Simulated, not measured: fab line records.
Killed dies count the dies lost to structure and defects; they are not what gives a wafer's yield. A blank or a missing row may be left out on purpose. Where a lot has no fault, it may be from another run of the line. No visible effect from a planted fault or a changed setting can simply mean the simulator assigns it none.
Matching of chambers -- flow nand_harc -- 4 sister chambers for NHARC_A_WL_FILL_ALD_19 on ald_metal-03
The step deposits TiN, target thk 2 nm, pulse time 3 s, ald cycles 100. 8 wafers are shown with their chamber, then 8 later ones without.

WAFERS, EACH WITH ITS CHAMBER
wafer,chamber,heater_power_w (W),precursor_pulse_height_rel
L078.2,1,1259,0.964
L079.1,1,1260,1.036
L079.4,2,788,1.016
L079.6,0,1049,0.991
L086.1,0,1028,0.987
L086.2,2,776,1.017
L086.5,3,993,0.981
L090.1,3,1002,1.011

WAFERS WHOSE CHAMBER IS MISSING
wafer,heater_power_w (W),precursor_pulse_height_rel
L090.2,772,0.977
L090.5,1003,1.014
L094.1,1005,0.986
L094.5,1028,0.971
L094.6,797,0.999
L096.3,785,1.001
L096.4,1220,0.961
L096.6,791,1.014

THE CHAMBER EACH PASSED THROUGH
wafer,from the rows above,in truth
L090.2,2,2
L090.5,3,3
L094.1,3,3
L094.5,0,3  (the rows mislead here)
L094.6,2,2
L096.3,2,2
L096.4,1,1
L096.6,2,2
7 of 8 placed correctly. From these rows, 0 cannot be placed. Wrongly placed: 1.
How it was worked out, from the rows above alone: a wafer's distance from a chamber is the root of the sum, over the readings, of the square of ((its reading less the chamber's mean) divided by the reading's scatter). If the next closest chamber is less than 2 further off than the closest, the wafer can't be placed; otherwise it belongs to the closest. Each chamber's mean is taken over the wafers shown for it. How the scatter is found: for the shown wafers, subtract from each reading the mean of its chamber, square and add these, divide the total by (wafers less chambers), then take the root.
